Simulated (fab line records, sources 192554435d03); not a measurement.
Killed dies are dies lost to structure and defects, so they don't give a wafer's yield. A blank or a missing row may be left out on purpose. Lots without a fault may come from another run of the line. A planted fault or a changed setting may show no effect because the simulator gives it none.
Split-lot experiment | flow n5_finfet | 7 lots, 21 wafers read, on a route of 1938 steps

THE SPLIT
At N5_BEOL_M6_DEP_56 (deposits SiCN from 3MS/NH3, target thk 10 nm, time 17.5 s), the setting time_s was moved away from the recipe's 17.5 s on 7 of the 21 wafers read, by -14.8% to +9.4%. The other wafers ran this setting at the recipe's value.

The reading is taken at the split's own step.

THE READING
SiCN_of_BEOL_M6_DEP_56.thk_nm (the simulator's own value, which no gauge read), in nm, at N5_BEOL_M6_DEP_56 (deposits SiCN from 3MS/NH3, target thk 10 nm, time 17.5 s). The file gives no usual value for it. The 14 wafers here that ran the recipe average 9.9 nm, standard deviation 0.22 nm.

wafer  | tool, chamber at the split | time_s as run, s | against the recipe | SiCN_of_BEOL_M6_DEP_56.thk_nm, nm | against lot-mates on the recipe
L076.1 | pecvd-02, 2                | 17.5             | recipe             | 9.6                               | -
L076.6 | pecvd-02, 2                | 17.5             | recipe             | 9.6                               | -
L076.4 | pecvd-02, 0                | 15.97            | -8.7%              | 9.2                               | -0.4
L074.3 | pecvd-01, 1                | 17.5             | recipe             | 9.6                               | -
L074.4 | pecvd-01, 1                | 19.14            | +9.4%              | 10.4                              | +0.6
L074.5 | pecvd-01, 0                | 17.5             | recipe             | 10                                | -
L082.1 | pecvd-02, 0                | 17.5             | recipe             | 10                                | -
L082.3 | pecvd-02, 1                | 18.76            | +7.2%              | 10.2                              | +0.2
L082.6 | pecvd-02, 0                | 18.76            | +7.2%              | 10.8                              | +0.8
L088.2 | pecvd-04, 0                | 17.5             | recipe             | 9.8                               | -
L088.4 | pecvd-04, 0                | 17.5             | recipe             | 10.2                              | -
L088.6 | pecvd-04, 1                | 17.5             | recipe             | 10                                | -
L089.1 | pecvd-01, 2                | 17.5             | recipe             | 10                                | -
L089.2 | pecvd-01, 1                | 17.5             | recipe             | 9.6                               | -
L089.6 | pecvd-01, 2                | 17.5             | recipe             | 10.2                              | -
L091.2 | pecvd-01, 0,2              | 15.39            | -12.1%             | 8.8                               | -1.0
L091.4 | pecvd-01, 0,2              | 15.39            | -12.1%             | 8.8                               | -1.0
L091.6 | pecvd-01, 0                | 17.5             | recipe             | 9.8                               | -
L094.1 | pecvd-02, 2                | 14.91            | -14.8%             | 8.4                               | -1.7
L094.2 | pecvd-02, 0                | 17.5             | recipe             | 10.2                              | -
L094.6 | pecvd-02, 1                | 17.5             | recipe             | 10                                | -
Where a row lists several chambers, the file gives one row for several wafers and doesn't say which wafer went through which chamber.

THE FIT
A straight line over all 21 wafers: SiCN_of_BEOL_M6_DEP_56.thk_nm changes by +0.0867 nm for each +1% of time_s; r = +0.92; the points scatter about the line by 0.23 nm.
The same after taking each lot's own level away (the mean of its wafers on the recipe; 21 wafers): +0.0836 nm for each +1%; r = +0.92; scatter 0.22 nm.
On that fit, the largest move of time_s shifts the reading by 1.2 nm.
The lots' own levels span 9.60 to 10.10 nm, that is 2.2 times the standard deviation above.
So the lot-to-lot level changes the slope little: the two slopes agree.
Check: with one of the wafers moved furthest among these (-14.8%) left out of the fit, the line predicts -1.08 nm for it against its lot-mates. It came out at -1.7 nm against them.

OTHER SPLITS ON THESE WAFERS
These wafers also went through other splits before the reading. Each is held against what the fit with the lots' levels taken away leaves over:
other split on the same wafers    | wafers away from the commonest value | r with SiCN_of_BEOL_M6_DEP_56.thk_nm (lot level and that fit taken away)
N5_BEOL_M4_ETCH_64 bias_w         | 6                                    | +0.11
N5_BEOL_M4_COAT_22 spin_rpm       | 10                                   | -0.35
N5_BEOL_M5_HM_DEP_02 target_thk_a | 3                                    | -0.29
N5_BEOL_M5_COAT_05 spin_rpm       | 9                                    | -0.13
N5_BEOL_M6_ETCH_62 time_s         | 6                                    | +0.34
N5_BEOL_M6_COAT_71 spin_rpm       | 6                                    | -0.07

THE FILE'S OWN FIT
SiCN_of_BEOL_M6_DEP_56.thk_nm changes by +0.086 nm for each +1% of time_s, r = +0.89.
